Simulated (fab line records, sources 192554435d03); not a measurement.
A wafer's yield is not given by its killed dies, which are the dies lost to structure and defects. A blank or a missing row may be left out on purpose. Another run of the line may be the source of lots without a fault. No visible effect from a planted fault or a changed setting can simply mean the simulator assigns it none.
One fault seen from 3 desks / flow n5 finfet / what lay behind the numbers comes last; until then each desk has only its own

== THE DEFECT DESK ==
Inspection counts along the route, by lot: the mean over sampled wafers that carry a number. If a lot's mean is further than 4 standard deviations from the usual mean, the lot is out of limits and carries the mark OUT (the distance appears in the brackets).
Columns: A = raw defect count at N5_BEOL_M11_INSPECT_13, usual 477
lot=L308; first seen here=day 14 04:40; A=452
lot=L312; first seen here=day 14 07:16; A=464
lot=L313; first seen here=day 15 00:20; A=425
lot=L317; first seen here=day 15 10:52; A=531
lot=L319; first seen here=day 16 01:41; A=596
Result from this desk: across the 5 lots, nothing is out of limits.

== FROM THE METROLOGY DESK ==
Lot by lot, what the gauges showed, no matter which tool ran the lot: averages of those sampled wafers that carry a number. If a lot's mean is further than 4 standard deviations from the usual mean, the lot is out of limits and carries the mark OUT (the distance appears in the brackets).
Columns: A = cd nm at N5_BEOL_M11_CD_MEAS_11, usual 64.0 nm; B = M11_OVL at N5_BEOL_M11_OVL_MEAS_12, usual -0.2 nm
lot=L308; first seen here=day 14 04:37; A=63.3; B=0.0
lot=L312; first seen here=day 14 07:13; A=64.2; B=-0.5
lot=L313; first seen here=day 15 00:17; A=63.6; B=-0.3
lot=L317; first seen here=day 15 10:49; A=63.9; B=0.9
lot=L319; first seen here=day 16 01:38; A=63.7; B=-0.7
Result from this desk: across the 5 lots, nothing is out of limits.

== DESK OF THE TOOL OWNER: rie metal-03 ==
The tool's own readings at N5_BEOL_M11_HM_OPEN_17 (chemistry Cl2/BCl3, target TiN, target depth 20 nm, overetch 6 nm): means of the sampled wafers that have a number, for each lot that ran on this tool. If a lot's mean is further than 4 standard deviations from the usual mean, the lot is out of limits and carries the mark OUT (the distance appears in the brackets).
Columns: A = drypump motor current A at N5_BEOL_M11_HM_OPEN_17, usual 5.7 A; B = oes product au at N5_BEOL_M11_HM_OPEN_17, usual 0.65 a.u.; C = throttle valve pct at N5_BEOL_M11_HM_OPEN_17, usual 22.04 %
lot=L308; first seen here=day 14 04:59; A=5.7; B=0.58; C=22.06
lot=L317; first seen here=day 15 11:11; A=5.5; B=0.62; C=22.06
Result from this desk: across the 2 lots, nothing is out of limits.

== ALL TOGETHER ==
Nothing out of limits was seen by the defect desk.
Nothing out of limits was seen by the metrology desk.
The tool owner's desk saw nothing out of limits.

== WHAT THE SIMULATOR HAD INSERTED ==
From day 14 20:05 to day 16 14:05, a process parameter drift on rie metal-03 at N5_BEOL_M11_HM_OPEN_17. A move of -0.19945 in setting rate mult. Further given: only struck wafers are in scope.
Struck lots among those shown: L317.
